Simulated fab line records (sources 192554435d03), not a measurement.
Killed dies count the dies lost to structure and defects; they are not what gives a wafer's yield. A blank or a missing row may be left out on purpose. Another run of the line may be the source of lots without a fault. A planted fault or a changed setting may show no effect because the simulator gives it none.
Problem report, 8D (eight disciplines) form, completed by code + flow n5_finfet + the parts of the form that need people (team, actions taken, sign-off) are left out
Where a reading is given only as a bound, like >300, the bound stands for it, and a mean or a difference that rests on one is marked > or <: the true number lies beyond.

1. WHAT IS WRONG
Wafers without a fault read 298, standard deviation 77; raw_defect_count at N5_DUMMY_GATE_INSPECT_27 reads a mean of 947 on 6 wafers belonging to 2 lots. That puts it +8.4 standard deviations away from the usual mean.
The step: inspects for defects (brightfield).
Seen first at day 5 14:14 on defect_inspect-02, wafer L749.3. Wafers with a number at this step in the record: 24, from 8 lots. The rule behind "out" and "out of limits": a value lying over 4 standard deviations away from the usual mean. All remaining wafers that have a number are taken as sound.

2. WHAT IT IS; WHAT IT IS NOT
| question                    | is                     | is not                                                                                |
|-----------------------------|------------------------|---------------------------------------------------------------------------------------|
| which readings at this step | raw_defect_count       | -                                                                                     |
| which lots                  | L749, L750             | L741, L745, L755, L757, L759, L761                                                    |
| which wafers of those lots  | all that have a number | -                                                                                     |
| read on which gauges        | defect_inspect-02      | -                                                                                     |
| when                        | from day 5 14:14       | up to then (6 sound wafers); but 12 sound wafers of L755, L757, L759, L761 came after |

3. SUSPECTS, AND WHAT RULES EACH OUT
Counting: any tool at a process step up to the reading is kept as a suspect provided that every lot that is out went through it and no sound lot did after the first of them.
- the gauge at N5_DUMMY_GATE_INSPECT_27: ruled out. All the wafers that are out were read on defect_inspect-02, but those of them that N5_PASSIVATION_PROBE_49 has rows for are out there too, on other tools.
- wet_bench-04 at N5_DUMMY_GATE_PRECLEAN_25 (cleans in O3/DIW, time 45 s): kept. It processed each lot that is out, first L749 at day 5 14:08, and no sound lot thereafter; up to then, the last sound lot it processed was L741 at day 3 20:14.
Left after counting: wet_bench-04 at N5_DUMMY_GATE_PRECLEAN_25.

4. THE CAUSE (what the simulator had put in)
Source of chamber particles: wet_bench-04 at N5_DUMMY_GATE_PRECLEAN_25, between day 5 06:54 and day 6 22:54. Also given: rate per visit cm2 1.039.
After counting, this tool was the only one left.

5. THE CHAIN OF EFFECTS, in route order
Each row: a reading where the mean over the struck wafers with a number is more than 3 standard deviations away from the usual. Readings are gone through only where the record gives a usual standard deviation; hours: the median, over the lots, of the time from a lot's start at the first step in this table giving one to that lot's start at this step; sigmas: the change measured in usual standard deviations.
| hours | step                     | reading              | usual  | on struck wafers | change | sigmas      |
|-------|--------------------------|----------------------|--------|------------------|--------|-------------|
| 0     | N5_DUMMY_GATE_INSPECT_27 | raw_defect_count     | 298    | 947              | +649   | +8.4        |
| 1     | N5_SPACER0_INSPECT_04    | raw_defect_count     | 136    | 794              | +658   | +21         |
| 1     | N5_SD_EPI_N_INSPECT_11   | raw_defect_count     | 2.2    | >300             | >+298  | +99 or more |
| 5     | N5_SD_EPI_N_INSPECT_26   | raw_defect_count     | 203    | 860              | +658   | +18         |
| 216   | N5_PASSIVATION_PROBE_49  | defect_limited_yield | 90.9 % | 82.1             | -8.8   | -5.9        |
| 216   | N5_PASSIVATION_PROBE_49  | killed_at_front_end  | 42     | 158              | +116   | +9.7        |
| 216   | N5_PASSIVATION_PROBE_49  | killed_dies          | 107    | 212              | +104   | +5.8        |
| 216   | N5_PASSIVATION_PROBE_49  | sort_bin_5_function  | 5.3 %  | 11.1             | +5.8   | +5.2        |
| 216   | N5_PASSIVATION_PROBE_49  | sort_n_pass          | 1073   | 968              | -104   | -5.8        |
| 216   | N5_PASSIVATION_PROBE_49  | sort_yield_pct       | 90.9 % | 82.1             | -8.8   | -5.9        |
Process steps it contains:
- N5_PASSIVATION_PROBE_49
At these later measuring or inspecting steps, every struck wafer for which the step has a row has a number for every such reading, and none has moved that far: N5_BEOL_M4_RC_MEAS_101.

6. HOW IT WOULD HAVE BEEN CAUGHT EARLIER
7 hours passed between the start of the fault at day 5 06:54 and the first reading out of limits at a measuring or inspecting step in this record, taken at day 5 14:14.
Among the 2 lots that are out, L750 began N5_DUMMY_GATE_PRECLEAN_25 on wet_bench-04 after day 5 14:14. Had the tool been put on hold then, it would have been spared.
